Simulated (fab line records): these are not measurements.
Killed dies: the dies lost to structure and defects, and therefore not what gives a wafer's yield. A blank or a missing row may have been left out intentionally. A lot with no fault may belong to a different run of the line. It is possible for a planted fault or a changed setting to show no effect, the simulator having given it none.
Problem report in the 8D (eight disciplines) form, filled by code / flow n5_finfet / the parts of the form that need people (team, actions taken, sign-off) are left out

## 1. THE PROBLEM
Wafers without a fault read 2000.7 nm, standard deviation 1.5; cd_nm at N5_MIM_TOP_LITHO_CD_MEAS_08 reads a mean of 2013.6 nm on 4 wafers belonging to 3 lots. That is +8.6 standard deviations from the usual mean.
The step: target cd 2000 nm.
The first sign was on wafer L381.1 at day 15 02:11, on cd_sem-01. The record has a number at this step for 30 wafers belonging to 11 lots. By rule, "out" or "out of limits" means more than 4 standard deviations away from the usual mean. All remaining wafers that have a number are taken as sound.

## 2. WHAT THIS IS AND IS NOT
question=which readings at this step | is=cd_nm | is not=-
question=which lots | is=L381, L382, L383 | is not=L375, L377, L379, L380, L391, L393, L394, L396
question=which wafers of those lots | is=L381.1, L381.6, L382.1, L383.6 | is not=L382.4, L383.3, L383.4
question=read on which gauges | is=cd_sem-01, cd_sem-03 | is not=cd_sem-02
question=when | is=from day 15 02:11 | is not=up to then (11 sound wafers); but 15 sound wafers of L382, L383, L391, L393, L394, L396 came after

## 3. THE SUSPECTS, EACH WITH WHAT RULES IT OUT
Counting: if a tool at a process step up to the reading ran every lot that is out, it stays a suspect. Sound lots after the first of them don't rule it out here, since some wafers of a struck lot are sound.
- ruled out: the gauge at N5_MIM_TOP_LITHO_CD_MEAS_08. The wafers that are out were read on 2 gauges (cd_sem-01, cd_sem-03).
- litho_track-01 at N5_MIM_TOP_LITHO_PEB_06: kept. Every lot that is out went through it, the first being L381 (day 15 02:04); the last sound lot it ran before that was L379 (day 14 15:16).
The count leaves litho_track-01 at N5_MIM_TOP_LITHO_PEB_06.

## 4. THE CAUSE (what the simulator had put in)
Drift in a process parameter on litho_track-01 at N5_MIM_TOP_LITHO_PEB_06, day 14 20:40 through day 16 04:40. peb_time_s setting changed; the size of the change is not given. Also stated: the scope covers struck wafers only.
The count eliminated every tool but this one.

## 5. SEQUENCE OF EFFECTS, ordered by route
Each row: a reading where the mean over the struck wafers with a number is more than 3 standard deviations away from the usual. Scope: only readings with a usual standard deviation given in the record; hours: median across lots of the time from each lot's start at the first step in this table that gives one to its start at this step; sigmas: change in usual standard deviations.
hours=0; step=N5_MIM_TOP_LITHO_CD_MEAS_08; reading=cd_nm; usual=2000.7 nm; on struck wafers=2013.6; change=+12.9; sigmas=+8.6

## 6. WHAT WOULD HAVE CAUGHT IT SOONER
The first out-of-limits reading at a measuring or inspecting step in this record came at day 15 02:11, 6 hours after the fault's start at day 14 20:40.
Lots out: 3; of these, L382, L383 started N5_MIM_TOP_LITHO_PEB_06 on litho_track-01 after day 15 02:11. A hold on the tool at that time would have spared those 2.
